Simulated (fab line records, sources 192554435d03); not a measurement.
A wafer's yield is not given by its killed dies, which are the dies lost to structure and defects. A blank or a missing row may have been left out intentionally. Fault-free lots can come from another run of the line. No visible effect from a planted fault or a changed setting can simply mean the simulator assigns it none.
fab line records	flow n5Finfet
record lots=9	wafers=25	lastDay=19
route steps=1938 shown HKMG_FIN@412 BEOL_M4@1111 PASSIVATION@1936
lots with no fault: from the same line, run without faults
startH: hours from the record's opening day to when the first of the lot's shown wafers began	waitH: hours from the lot's prior step to this one	" same as the row above	L1.1+2: a single row standing in for several wafers	- no value present, or no start provided	* or withheld: withheld	< > ~ a bound
route shown NAME@n: names a module that has steps shown in the file, with the first one's number in the route	usual: mean/standard deviation of fault-free wafers	same: alike in all rows	chamber/n: place in a boat	sites: the reading at each site	_std_site: standard deviation of those values	_edge_site: the outer-site mean with the inner-site mean subtracted	radiusMm: how far each site lies from the wafer's centre	mask NAME#n: copy n	behind: the last tool/chamber to shape the wafer	hold: why the lot went on hold/how many hours it stayed there/how the hold came to an end	device: whichever transistor did not switch (one of n, p or np)	end of line: the tests these same wafers got at the end of their route	a step with no rows: only its recipe	killed: at the first sort, the dies lost to defects and structure; wafer yield is something else	map: dies across one wafer; x = killed, . = not, _ = none there
set.NAME: the setting that was run; set.NAME@STEP: the one run at that earlier step	model.NAME: the simulator's own value behind a step, which no gauge read
a sample of lots followed through the steps of the route, with each step as a table and each wafer as a row
services: a tool's chamber out of use, with start hour (startH, from the record's first day; less than 0 if before it), hours out, and reason
## steps
# step N5_HKMG_FIN_ALD_79
# recipe material=TiN	targetThkA=15	tempC=400	aldPrecursorFamily=TiCl4	aldCoReactant=NH3	pulseTimeS=1	purgeTimeS=3	coReactantPurgeTimeS=2	coReactantPulseTimeS=2	aldCycles=68	pressureTorr=3
# usual aldCycles=68/0	heaterPowerW=897/100	precursorPulseHeightRel=1.002/0.021
# same coReactantPurgeTimeS=2
lot.wafer	tool	chamber	startH	waitH	aldCycles	heaterPowerW	precursorPulseHeightRel	sinceWetCleanH
L606.2	aldMetal-04	1	93.18	0.0	68	842	1.030	5910
L606.4	"	0	"	"	68	873	0.977	5910
L606.5	"	3	"	"	68	889	0.962	-
L608.3	aldMetal-01	2	104.08	0.0	68	884	1.008	4382
L608.4	"	1	"	"	68	837	0.995	4382
L608.6	"	2	"	"	68	886	1.008	-
L610.1	aldMetal-04	3	117.38	0.0	68	868	1.022	5934
L610.2	"	1	"	"	68	857	1.000	5934
L610.5	"	3	"	"	68	880	1.013	-
L613.1	aldMetal-01	2	136.17	0.0	68	908	1.002	4415
L613.3	"	0	"	"	68	864	1.005	4415
L613.4	"	1	"	"	68	841	1.044	-
L614.3	aldMetal-01	0	148.96	0.0	68	890	0.997	4427
L614.4	"	1	"	"	68	848	1.015	4427
L614.6	"	0	"	"	68	856	1.004	-
L621.1	aldMetal-01	1	181.06	0.0	68	844	0.996	4459
L621.6	"	1	"	"	68	838	1.023	-
L622.1	aldMetal-04	3	187.79	0.0	68	863	0.982	6005
L622.6	"	0	"	"	68	883	0.999	-
L626.2	aldMetal-04	0	211.52	0.0	68	858	0.976	6028
L626.5	"	3	"	"	68	874	1.031	-
L626.6	"	2	"	"	68	772	0.992	-
L625.1	aldMetal-02	1	212.19	0.0	68	872	0.961	1414
L625.5	"	3	"	"	68	1192	1.022	-
L625.6	"	1	"	"	68	876	1.029	-
# step N5_HKMG_FIN_ALD_36
# recipe material=TiN	targetThkA=10	tempC=400	aldPrecursorFamily=TiCl4	aldCoReactant=NH3	pulseTimeS=1	purgeTimeS=3	coReactantPurgeTimeS=2	coReactantPulseTimeS=2	aldCycles=47	pressureTorr=3
# usual aldCycles=47/0	heaterPowerW=921/120	precursorPulseHeightRel=0.999/0.02
# same coReactantPurgeTimeS=2
lot.wafer	tool	chamber	startH	waitH	aldCycles	heaterPowerW	precursorPulseHeightRel	sinceWetCleanH
L606.2	aldMetal-01	0	94.06	0.0	47	839	0.987	4372
L606.4	"	2	"	"	47	907	1.016	4372
L606.5	"	2	"	"	47	898	0.983	-
L608.3	aldMetal-04	3	104.96	0.0	47	883	0.976	5922
L608.4	"	2	"	"	47	760	1.011	5922
L608.6	"	2	"	"	47	746	1.011	-
L610.1	aldMetal-02	0	118.15	0.0	47	1046	1.030	1319
L610.2	"	1	"	"	47	884	0.988	1319
L610.5	"	0	"	"	47	1054	0.985	-
L613.1	aldMetal-04	0	137.08	0.0	47	848	1.022	5954
L613.3	"	1	"	"	47	815	1.001	5954
L613.4	"	2	"	"	47	762	1.024	5954
L614.3	aldMetal-04	1	149.71	0.0	47	824	0.994	5967
L614.4	"	0	"	"	47	857	1.012	5967
L614.6	"	2	"	"	47	767	0.980	-
L621.1	aldMetal-04	3	181.82	0.0	47	880	0.997	5999
L621.6	"	3	"	"	47	884	0.986	-
L622.1	aldMetal-01	1	188.55	0.0	47	860	0.984	4467
L622.6	"	2	"	"	47	875	0.966	-
L626.2	aldMetal-01	2	212.46	0.0	47	896	0.999	4491
L626.5	"	0	"	"	47	856	1.020	-
L626.6	"	1	"	"	47	857	0.998	-
L625.1	aldMetal-02	2	212.94	0.0	47	1089	1.020	1414
L625.5	"	1	"	"	47	870	1.006	-
L625.6	"	3	"	"	47	1167	1.006	-
# step N5_HKMG_FIN_ALD_91
# recipe material=TiN	targetThkA=10	tempC=400	aldPrecursorFamily=TiCl4	aldCoReactant=NH3	pulseTimeS=1	purgeTimeS=3	coReactantPurgeTimeS=2	coReactantPulseTimeS=2	aldCycles=47	pressureTorr=3
# usual aldCycles=47/0	heaterPowerW=935/120	precursorPulseHeightRel=1.000/0.02
# same coReactantPurgeTimeS=2
lot.wafer	tool	chamber	startH	waitH	aldCycles	heaterPowerW	precursorPulseHeightRel	sinceWetCleanH
L606.2	aldMetal-02	0	96.66	0.3	47	1032	0.997	1298
L606.4	"	3	"	"	47	1175	0.994	1298
L606.5	"	0	"	"	47	1027	0.988	-
L608.3	aldMetal-02	1	107.23	0.1	47	872	1.019	1309
L608.4	"	0	"	"	47	1024	0.987	1309
L608.6	"	3	"	"	47	1173	1.005	-
L610.1	aldMetal-04	1	120.25	0.3	47	834	1.006	5937
L610.2	"	0	"	"	47	883	1.010	5937
L610.5	"	0	"	"	47	878	1.015	-
L613.1	aldMetal-02	3	139.27	0.3	47	1168	0.992	1341
L613.3	"	0	"	"	47	1026	1.030	1341
L613.4	"	1	"	"	47	857	0.965	1341
L614.3	aldMetal-02	1	151.81	0.1	47	882	0.996	1353
L614.4	"	0	"	"	47	1026	1.018	1353
L614.6	"	1	"	"	47	855	1.010	-
L621.1	aldMetal-02	3	184.26	0.3	47	1149	0.982	1386
L621.6	"	0	"	"	41	1046	1.021	-
L622.1	aldMetal-02	2	191.03	0.3	47	1090	1.013	1392
L622.6	"	2	"	"	41	1113	1.015	-
L626.2	aldMetal-01	0	214.69	0.3	47	862	0.972	4493
L626.5	"	1	"	"	47	871	1.009	-
L626.6	"	0	"	"	47	859	1.003	-
L625.1	aldMetal-02	2	215.18	0.3	47	1095	1.002	1416
L625.5	"	3	"	"	47	1164	0.971	-
L625.6	"	2	"	"	41	1105	1.022	-
# step N5_HKMG_FIN_ALD_72
# recipe material=W	targetThkA=20	tempC=300	pressureTorr=7.5	aldPrecursorFamily=WF6	aldCoReactant=B2H6	pulseTimeS=1	purgeTimeS=2	coReactantPurgeTimeS=2	coReactantPulseTimeS=3	aldCycles=7
# usual aldCycles=7/0	heaterPowerW=492/41	precursorPulseHeightRel=1.000/0.019
# same coReactantPurgeTimeS=2
lot.wafer	tool	chamber	startH	waitH	aldCycles	heaterPowerW	precursorPulseHeightRel	sinceWetCleanH
L606.2	cvdW-02	1	99.17	0.2	7	531	1.017	267
L606.4	"	0	"	"	7	554	0.987	-
L606.5	"	1	"	"	7	517	1.001	-
L608.3	cvdW-02	0	109.84	0.2	7	537	1.035	-
L608.4	"	1	"	"	7	511	0.970	-
L608.6	"	0	"	"	7	530	1.001	-
L610.1	cvdW-01	0	123.18	0.2	7	438	1.014	805
L610.2	"	1	"	"	7	458	1.040	805
L610.5	"	0	"	"	7	436	1.019	-
L613.1	cvdW-01	0	141.97	0.2	7	446	1.002	824
L613.3	"	0	"	"	7	455	1.013	-
L613.4	"	1	"	"	7	465	0.996	-
L614.3	cvdW-01	0	154.59	0.2	7	444	1.017	-
L614.4	"	1	"	"	7	471	0.995	-
L614.6	"	0	"	"	7	457	1.018	-
L621.1	cvdW-02	1	186.81	0.2	7	511	1.027	355
L621.6	"	0	"	"	7	542	0.961	-
L622.1	cvdW-01	0	193.58	0.2	7	449	0.996	876
L622.6	"	0	"	"	7	434	0.989	-
L626.2	cvdW-02	1	217.46	0.2	7	523	1.007	385
L626.5	"	0	"	"	7	542	1.031	-
L626.6	"	1	"	"	7	521	1.001	-
L625.1	cvdW-01	1	217.82	0.2	7	458	0.975	900
L625.5	"	0	"	"	7	440	0.982	-
L625.6	"	1	"	"	7	462	1.009	-
# step N5_BEOL_M4_RC_MEAS_101
# usual DIBL_N=36.1/1.3	DIBL_P=36.1/1.7	IOFF_N=0.154/0.022	IOFF_N_85C=3.0/0.36	IOFF_N_LIN=0.072/0.0088	IOFF_N_LONG=5.47e-05/2.6e-06	IOFF_P=0.201/0.024	ION_N=675/8.9	ION_P=462/5.9	SS_N=71.5/0.49	SS_P=73.3/0.58	VT_N=250.0/2.7	VT_N_LONG=275.2/1.9	VT_N_LVT=98.5/2.8	VT_P=-251.3/2.7	VT_P_LVT=-99.6/1.9
lot.wafer	tool	chamber	startH	waitH	DIBL_N[mV/V]	DIBL_P[mV/V]	IOFF_N[nA/um]	IOFF_N_85C[nA/um]	IOFF_N_LIN[nA/um]	IOFF_N_LONG[nA/um]	IOFF_P[nA/um]	ION_N[uA/um]	ION_P[uA/um]	SS_N[mV/dec]	SS_P[mV/dec]	VT_N[mV]	VT_N_LONG[mV]	VT_N_LVT[mV]	VT_P[mV]	VT_P_LVT[mV]
L606.2	prober-02	0	189.27	0.2	37.6	37.2	0.164	3.2	0.077	5.61e-05	0.216	681	468	71.6	73.5	250.3	273.7	97.2	-249.2	-96.6
L606.4	"	0	"	"	38.4	38.5	0.181	3.6	0.084	5.61e-05	0.235	684	468	72.1	73.9	248.3	275.3	94.7	-249.2	-95.8
L606.5	"	0	"	"	35.2	34.9	0.134	2.7	0.066	5.73e-05	0.184	681	466	71.5	73.4	252.3	275.0	100.4	-253.5	-99.3
L608.3	prober-01	0	193.75	0.3	35.5	35.7	0.139	2.7	0.064	5.39e-05	0.213	673	460	72.1	73.3	251.8	274.6	104.0	-249.5	-99.0
L608.4	"	0	"	"	35.4	34.5	0.133	2.7	0.062	5.43e-05	0.200	656	459	71.7	72.9	253.1	275.5	103.8	-248.3	-100.3
L608.6	"	0	"	"	35.1	34.4	0.133	2.6	0.063	5.35e-05	0.200	663	461	71.3	72.8	249.9	276.1	102.8	-248.9	-99.8
L610.1	prober-02	0	212.89	0.0	36.1	34.8	0.155	3.0	0.071	5.66e-05	0.202	669	464	71.9	72.5	250.6	273.3	98.4	-253.7	-97.9
L610.2	"	0	"	"	35.3	33.5	0.148	2.9	0.071	5.74e-05	0.184	682	462	72.0	72.7	249.2	274.2	96.7	-254.6	-98.6
L610.5	"	0	"	"	35.4	33.9	0.141	2.8	0.067	5.67e-05	0.189	674	465	71.2	73.1	253.0	277.0	98.9	-253.1	-99.9
L613.1	prober-01	0	234.47	0.0	36.3	35.6	0.127	2.7	0.063	5.16e-05	0.182	662	455	71.1	72.7	252.8	277.5	102.1	-253.7	-101.8
L613.3	"	0	"	"	37.7	37.2	0.162	3.2	0.074	5.21e-05	0.205	672	460	71.3	74.0	249.4	277.3	99.3	-252.9	-99.5
L613.4	"	0	"	"	34.9	33.8	0.116	2.5	0.058	5.13e-05	0.165	664	455	70.9	72.9	253.7	276.6	103.1	-253.3	-102.9
L614.3	prober-02	0	259.86	0.3	36.7	37.2	0.167	3.3	0.078	5.46e-05	0.223	682	467	71.5	73.8	245.8	277.3	98.1	-248.0	-99.0
L614.4	"	0	"	"	34.8	33.9	0.126	2.6	0.063	5.47e-05	0.174	671	460	70.7	72.4	251.2	278.9	101.4	-251.6	-101.5
L614.6	"	0	"	"	35.8	36.8	0.159	3.1	0.077	5.44e-05	0.221	686	473	71.5	73.1	247.0	277.4	97.1	-249.2	-98.7
L621.1	prober-02	0	284.72	0.0	36.0	36.7	0.141	2.9	0.067	4.9e-05	0.183	668	455	70.9	73.6	250.3	280.1	101.4	-252.3	-103.6
L621.6	"	0	"	"	34.9	35.4	0.209	4.0	0.101	7.51e-05	0.136	692	446	70.7	72.5	238.7	261.4	87.8	-260.9	-109.9
L622.1	prober-01	0	289.51	0.0	35.4	35.5	0.150	3.0	0.071	5.48e-05	0.197	676	465	71.8	72.6	249.4	272.8	98.2	-252.2	-99.5
L622.6	"	0	"	"	36.5	36.5	0.288	5.2	0.135	8.39e-05	0.174	714	461	72.3	73.0	233.2	260.6	81.2	-254.6	-102.8
L625.1	prober-02	0	319.48	0.0	38.7	39.5	0.196	3.8	0.092	5.64e-05	0.268	696	478	72.4	73.9	244.5	273.3	95.8	-245.7	-95.6
L625.5	"	0	"	"	37.4	38.0	0.174	3.4	0.083	5.6e-05	0.247	681	470	72.2	73.6	245.3	275.7	98.4	-248.8	-96.8
L625.6	"	0	"	"	36.1	36.4	0.253	4.7	0.125	8.56e-05	0.177	704	457	71.9	73.0	235.6	260.2	84.5	-252.2	-104.0
L626.2	prober-01	0	322.61	0.2	35.0	35.5	0.129	2.7	0.065	5.13e-05	0.156	667	456	71.1	73.3	251.5	278.8	97.4	-255.6	-100.9
L626.5	"	0	"	"	35.0	36.1	0.136	2.8	0.067	5.09e-05	0.168	678	460	71.8	72.9	249.9	277.9	95.9	-253.4	-100.5
L626.6	"	0	"	"	35.9	36.4	0.141	2.8	0.070	5.17e-05	0.169	677	462	72.3	73.3	250.5	276.9	96.6	-256.6	-101.0
# step N5_PASSIVATION_PROBE_49
# usual defectLimitedYield=90.9/1.3	killed_at_M0_to_M3=35/10	killed_at_M4_up=15/5.7	killedAtContacts=14/6.4	killedAtFrontEnd=40/11	killedAtOther=4/3.1	killedDies=108/16	killedOpen=71/11	killedShort=34/7.7	sort_bin_4_leakage=0/0	sort_bin_5_function=5.4/0.9	sort_bin_6_memory=3.4/0.61	sortNPass=1072/16	sortYieldPct=90.9/1.3
# same grossDies=1180	killedAtBackSide=0	sort_bin_8_speed[%]=0
lot.wafer	tool	chamber	startH	waitH	defectLimitedYield[%]	killed_at_M0_to_M3	killed_at_M4_up	killedAtContacts	killedAtFrontEnd	killedAtOther	killedDies	killedOpen	killedShort	sort_bin_4_leakage[%]	sort_bin_5_function[%]	sort_bin_6_memory[%]	sortNPass	sortYieldPct[%]
L608.3	prober-01	-	295.43	0.1	89.2	48	21	9	44	6	128	86	38	0	6.7	3.6	1052	89.2
L608.4	prober-01	-	295.48	0.2	91.6	41	15	12	29	2	99	65	31	0	5.4	2.9	1081	91.6
L608.6	prober-01	-	295.58	0.3	91.4	46	15	6	33	1	101	64	35	0	5.3	3.1	1079	91.4
L606.2	prober-02	-	298.70	0.1	91.7	33	13	16	31	5	98	58	37	0	4.8	3.1	1082	91.7
L606.4	prober-02	-	298.80	0.2	91.4	28	24	10	29	10	101	62	36	0	5.1	3.3	1079	91.4
L606.5	prober-02	-	298.85	0.2	92.1	29	14	9	34	7	93	59	29	0	4.3	3.2	1087	92.1
L610.1	prober-01	-	327.26	0.0	89.5	64	16	4	40	0	124	83	41	0	5.8	4.4	1056	89.5
L610.2	prober-01	-	327.31	0.1	91.0	39	10	8	47	2	106	66	35	0	6.1	2.3	1074	91.0
L610.5	prober-01	-	327.46	0.2	91.2	47	15	12	29	1	104	67	36	0	5.3	3.2	1076	91.2
L613.1	prober-02	-	354.88	0.0	91.0	35	3	16	44	8	106	76	30	0	5.3	3.5	1074	91.0
L613.3	prober-02	-	354.98	0.1	90.1	31	12	11	62	1	117	81	35	0	5.5	4.1	1063	90.1
L613.4	prober-02	-	355.03	0.2	90.6	44	9	4	52	2	111	71	38	0	5.9	3.0	1069	90.6
L614.3	prober-02	-	370.63	0.1	93.1	25	11	10	28	7	81	48	33	0	4.1	2.0	1099	93.1
L614.4	prober-02	-	370.68	0.2	91.9	29	25	5	34	3	96	65	30	0	4.6	3.1	1084	91.9
L614.6	prober-02	-	370.78	0.3	89.1	24	22	21	39	23	129	85	41	0	6.6	3.9	1051	89.1
L621.1	prober-02	-	390.04	0.0	90.1	53	16	12	32	4	117	71	41	0	5.2	4.0	1063	90.1
L621.6	prober-02	-	390.29	0.3	87.9	46	22	30	43	2	143	96	45	0	8.0	3.8	1037	87.9
L622.1	prober-01	-	400.08	0.0	87.6	40	18	27	51	10	146	83	57	0	7.5	4.1	1034	87.6
L622.6	prober-01	-	400.33	0.3	90.5	35	18	11	48	0	112	68	41	0.17	5.0	3.9	1066	90.3
L625.1	prober-01	-	426.59	0.0	89.7	38	15	11	56	1	121	77	42	0	6.1	3.8	1059	89.7
L625.5	prober-01	-	426.79	0.2	90.3	28	11	12	60	4	115	73	37	0	5.7	3.1	1065	90.3
L625.6	prober-01	-	426.84	0.3	87.2	38	13	12	84	4	151	74	32	0	6.1	3.1	1029	87.2
L626.2	prober-01	-	447.36	0.1	90.4	39	24	16	33	1	113	82	29	0	5.9	3.3	1067	90.4
L626.5	prober-01	-	447.51	0.2	93.0	23	8	15	36	1	83	57	26	0	3.9	2.6	1097	93.0
L626.6	prober-01	-	447.56	0.3	90.3	46	12	16	40	0	114	72	41	0	5.0	4.3	1066	90.3
# killed by level:class
L608.3 BEOL_M4:geometricParticle:open=12 BEOL_M0_SAQP:geometricParticle:short=11 FIN_SAQP:geometricParticle:open=10 STI_FIN_REVEAL:geometricParticle:open=9 MOL_CONTACT_COAG:geometricParticle:open=9 FIN_SAQP:geometricParticle:short=8 BEOL_M0:geometricParticle:open=8 BEOL_M3:geometricParticle:open=7
L608.4 BEOL_M2:geometricParticle:open=13 MOL_CONTACT_COAG:geometricParticle:open=10 BEOL_M3:geometricParticle:open=9 STI_FIN_REVEAL:geometricParticle:open=8 FIN_SAQP:geometricParticle:open=6 FIN_SAQP:geometricParticle:short=5 BEOL_M0_SAQP:geometricParticle:short=5 BEOL_M4:geometricParticle:open=5
L608.6 BEOL_M3:geometricParticle:open=13 FIN_SAQP:geometricParticle:open=10 FIN_SAQP:geometricParticle:short=8 BEOL_M2:geometricParticle:open=7 BEOL_M1:geometricParticle:short=6 BEOL_M0_SAQP:geometricParticle:open=6 BEOL_M4:geometricParticle:open=6 STI_FIN_REVEAL:geometricParticle:open=4
L606.2 MOL_CONTACT_COAG:geometricParticle:open=10 FIN_SAQP:geometricParticle:open=8 BEOL_M0_SAQP:geometricParticle:short=8 BEOL_M3:geometricParticle:open=7 FIN_SAQP:geometricParticle:short=6 BEOL_M0_SAQP:geometricParticle:open=5 BEOL_M2:geometricParticle:open=5 BEOL_M5:geometricParticle:open=5
L606.4 BEOL_M4:geometricParticle:open=9 MOL_CONTACT_COAG:geometricParticle:open=8 BEOL_M3:geometricParticle:open=8 FIN_SAQP:geometricParticle:open=5 BEOL_M2:geometricParticle:open=5 FIN_SAQP:geometricParticle:short=4 ILD0:geometricParticle:short=4 GATE_CUT:geometricParticle:short=4
L606.5 FIN_SAQP:geometricParticle:open=9 BEOL_M0_SAQP:geometricParticle:open=9 BEOL_M3:geometricParticle:open=9 BEOL_M2:geometricParticle:open=8 MOL_CONTACT_COAG:geometricParticle:open=7 FIN_SAQP:geometricParticle:short=5 BEOL_M4:geometricParticle:open=5 STARTING-WAFER:geometricParticle:short=5
L610.1 BEOL_M0_SAQP:geometricParticle:short=16 BEOL_M0_SAQP:geometricParticle:open=15 BEOL_M2:geometricParticle:open=14 BEOL_M3:geometricParticle:open=9 BEOL_M4:geometricParticle:open=8 FIN_SAQP:geometricParticle:open=6 GATE_CUT:geometricParticle:open=6 GATE_CUT:geometricParticle:short=6
L610.2 BEOL_M0_SAQP:geometricParticle:short=14 DUMMY_GATE:geometricParticle:open=9 BEOL_M4:geometricParticle:open=9 BEOL_M0_SAQP:geometricParticle:open=9 STI_FIN_REVEAL:geometricParticle:open=8 MOL_CONTACT_COAG:geometricParticle:open=7 BEOL_M3:geometricParticle:open=6 STI_FIN_REVEAL:geometricParticle:short=5
L610.5 BEOL_M0_SAQP:geometricParticle:short=11 BEOL_M2:geometricParticle:open=11 BEOL_M4:geometricParticle:open=8 BEOL_M0_SAQP:geometricParticle:open=8 MOL_CONTACT_COAG:geometricParticle:open=6 MOL_CONTACT_COAG:geometricParticle:short=6 BEOL_M1:geometricParticle:open=6 FIN_SAQP:geometricParticle:short=5
L613.1 MOL_CONTACT_COAG:geometricParticle:open=16 FIN_SAQP:geometricParticle:short=11 STI_FIN_REVEAL:geometricParticle:open=11 BEOL_M3:geometricParticle:open=9 BEOL_M0_SAQP:geometricParticle:short=6 BEOL_M0_SAQP:geometricParticle:open=6 FIN_SAQP:geometricParticle:open=5 BEOL_M0:geometricParticle:open=5
L613.3 FIN_SAQP:geometricParticle:open=20 FIN_SAQP:geometricParticle:short=14 BEOL_M4:geometricParticle:open=9 BEOL_M2:geometricParticle:open=9 MOL_CONTACT_COAG:geometricParticle:open=8 BEOL_M3:geometricParticle:open=6 GATE_CUT:geometricParticle:open=5 BEOL_M0_SAQP:geometricParticle:short=5
L613.4 FIN_SAQP:geometricParticle:open=15 STI_FIN_REVEAL:geometricParticle:open=10 BEOL_M0_SAQP:geometricParticle:short=10 BEOL_M2:geometricParticle:open=10 FIN_SAQP:geometricParticle:short=7 BEOL_M1:geometricParticle:open=7 BEOL_M3:geometricParticle:open=7 GATE_CUT:geometricParticle:short=6
L614.3 MOL_CONTACT_COAG:geometricParticle:open=9 BEOL_M0_SAQP:geometricParticle:short=7 BEOL_M3:geometricParticle:open=6 FIN_SAQP:geometricParticle:open=5 BEOL_M1:geometricParticle:short=4 BEOL_M4:geometricParticle:open=4 FIN_SAQP:geometricParticle:short=3 STI_FIN_REVEAL:geometricParticle:open=3
L614.4 BEOL_M4:geometricParticle:open=8 FIN_SAQP:geometricParticle:open=7 BEOL_M3:geometricParticle:open=7 BEOL_M1:geometricParticle:open=6 BEOL_M4:geometricParticle:short=6 BEOL_M0_SAQP:geometricParticle:open=5 BEOL_M2:geometricParticle:open=5 FIN_SAQP:geometricParticle:short=4
L614.6 MOL_CONTACT_COAG:geometricParticle:open=16 PASS1_CAP:geometricParticle:open=13 BEOL_M4:geometricParticle:open=11 FIN_SAQP:geometricParticle:open=9 PASS1_CAP:geometricParticle:short=8 BEOL_M0_SAQP:geometricParticle:short=7 STI_FIN_REVEAL:geometricParticle:open=6 STARTING-WAFER:geometricParticle:short=5
L621.1 BEOL_M0_SAQP:geometricParticle:short=12 MOL_CONTACT_COAG:geometricParticle:open=10 BEOL_M3:geometricParticle:open=9 BEOL_M0_SAQP:geometricParticle:open=9 BEOL_M1:geometricParticle:open=9 BEOL_M2:geometricParticle:open=7 BEOL_M4:geometricParticle:open=7 GATE_CUT:geometricParticle:short=5
L621.6 MOL_CONTACT_COAG:geometricParticle:open=19 BEOL_M0_SAQP:geometricParticle:open=14 BEOL_M1:geometricParticle:open=13 FIN_SAQP:geometricParticle:open=12 MOL_CONTACT_COAG:geometricParticle:short=11 STI_FIN_REVEAL:geometricParticle:open=7 BEOL_M0_SAQP:geometricParticle:short=7 FIN_SAQP:geometricParticle:short=6
L622.1 MOL_CONTACT_COAG:geometricParticle:open=18 BEOL_M0_SAQP:geometricParticle:open=11 BEOL_M1:geometricParticle:open=10 MOL_CONTACT_COAG:geometricParticle:short=9 BEOL_M0_SAQP:geometricParticle:short=8 BEOL_M4:geometricParticle:open=8 STI_FIN_REVEAL:geometricParticle:short=7 STI_FIN_REVEAL:geometricParticle:open=7
L622.6 FIN_SAQP:geometricParticle:short=11 BEOL_M1:geometricParticle:open=8 MOL_CONTACT_COAG:geometricParticle:open=8 STI_FIN_REVEAL:geometricParticle:open=8 GATE_CUT:geometricParticle:short=8 BEOL_M4:geometricParticle:open=7 BEOL_M0_SAQP:geometricParticle:open=5 BEOL_M0_SAQP:geometricParticle:short=5
L625.1 BEOL_M3:geometricParticle:open=14 FIN_SAQP:geometricParticle:open=11 DUMMY_GATE:geometricParticle:open=9 GATE_CUT:geometricParticle:short=9 MOL_CONTACT_COAG:geometricParticle:open=9 FIN_SAQP:geometricParticle:short=7 STI_FIN_REVEAL:geometricParticle:open=6 BEOL_M4:geometricParticle:open=5
L625.5 STI_FIN_REVEAL:geometricParticle:open=15 MOL_CONTACT_COAG:geometricParticle:open=10 FIN_SAQP:geometricParticle:open=9 BEOL_M3:geometricParticle:open=8 FIN_SAQP:geometricParticle:short=6 BEOL_M0_SAQP:geometricParticle:short=5 HKMG_FIN:areaEtch=5 FIN_CUT:geometricParticle:open=4
L625.6 HKMG_FIN:areaAld=40 BEOL_M3:geometricParticle:open=16 STI_FIN_REVEAL:geometricParticle:open=12 MOL_CONTACT_COAG:geometricParticle:open=9 GATE_CUT:geometricParticle:short=7 GATE_CUT:geometricParticle:open=6 FIN_SAQP:geometricParticle:short=5 BEOL_M0_SAQP:geometricParticle:open=4
L626.2 BEOL_M0_SAQP:geometricParticle:open=14 MOL_CONTACT_COAG:geometricParticle:open=13 BEOL_M4:geometricParticle:open=13 DUMMY_GATE:geometricParticle:open=9 BEOL_M3:geometricParticle:open=6 BEOL_M0:geometricParticle:open=6 FIN_SAQP:geometricParticle:open=5 BEOL_M0_SAQP:geometricParticle:short=4
L626.5 FIN_SAQP:geometricParticle:open=12 MOL_CONTACT_COAG:geometricParticle:open=11 BEOL_M0_SAQP:geometricParticle:open=8 BEOL_M3:geometricParticle:open=8 FIN_SAQP:geometricParticle:short=5 MOL_CONTACT_COAG:geometricParticle:short=4 BEOL_M4:geometricParticle:open=4 STARTING-WAFER:geometricParticle:open=4
L626.6 BEOL_M0_SAQP:geometricParticle:short=18 FIN_SAQP:geometricParticle:open=16 BEOL_M0_SAQP:geometricParticle:open=13 MOL_CONTACT_COAG:geometricParticle:open=12 FIN_SAQP:geometricParticle:short=7 BEOL_M0:geometricParticle:open=7 DUMMY_GATE:geometricParticle:open=4 BEOL_M3:geometricParticle:open=4
## services
tool	chamber	startH	hours	kind
aldMetal-02	-	113.13	2.8	pm
aldMetal-04	3	119.15	3.5	repair
aldMetal-01	3	130.16	13.0	repair
aldMetal-02	-	144.38	0.7	repair
aldMetal-02	2	156.52	9.5	repair
cvdW-01	1	162.51	5.6	repair
aldMetal-01	-	168.85	0.6	repair
aldMetal-01	2	178.30	7.8	repair
aldMetal-04	2	180.31	24.7	repair
## key
firstSign step=N5_HKMG_FIN_ALD_91	reading=aldCycles	direction=down	sigmas=99+	usual=*	struck=*
effect step=N5_BEOL_M4_RC_MEAS_101	reading=IOFF_N_LONG	direction=up	sigmas=10	usual=5.47e-05	struck=8.16e-05
effect step=N5_BEOL_M4_RC_MEAS_101	reading=VT_N_LONG	direction=down	sigmas=7.7	usual=275.2	struck=260.7
effect step=N5_BEOL_M4_RC_MEAS_101	reading=IOFF_N_LIN	direction=up	sigmas=5.4	usual=0.072	struck=0.120
effect step=N5_BEOL_M4_RC_MEAS_101	reading=VT_N	direction=down	sigmas=5.3	usual=250.0	struck=235.8
effect step=N5_BEOL_M4_RC_MEAS_101	reading=VT_N_LVT	direction=down	sigmas=4.9	usual=98.5	struck=84.5
effect step=N5_BEOL_M4_RC_MEAS_101	reading=IOFF_N_85C	direction=up	sigmas=4.4	usual=3.0	struck=4.6
effect step=N5_BEOL_M4_RC_MEAS_101	reading=IOFF_N	direction=up	sigmas=4.3	usual=0.154	struck=0.250
effect step=N5_BEOL_M4_RC_MEAS_101	reading=ION_N	direction=up	sigmas=3.2	usual=675	struck=703
effect step=N5_BEOL_M4_RC_MEAS_101	reading=VT_P_LVT	direction=down	sigmas=3.1	usual=-99.6	struck=-105.6
metAt N5_HKMG_FIN_ALD_91
struckLots L621,L622,L625
struckWafers L621.6,L622.6,L625.6
notActingAt N5_HKMG_FIN_ALD_79,N5_HKMG_FIN_ALD_36,N5_HKMG_FIN_ALD_72
onsetBetween 151.81 184.26
fault kind=processParameterDrift	tool=aldMetal-02	chamber=-	onsetH=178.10	steps=N5_HKMG_FIN_ALD_91	channel=aldCycles	offset=*	shape=step	endH=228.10	scope=struckWafersOnly	actsIn=*	stated=*
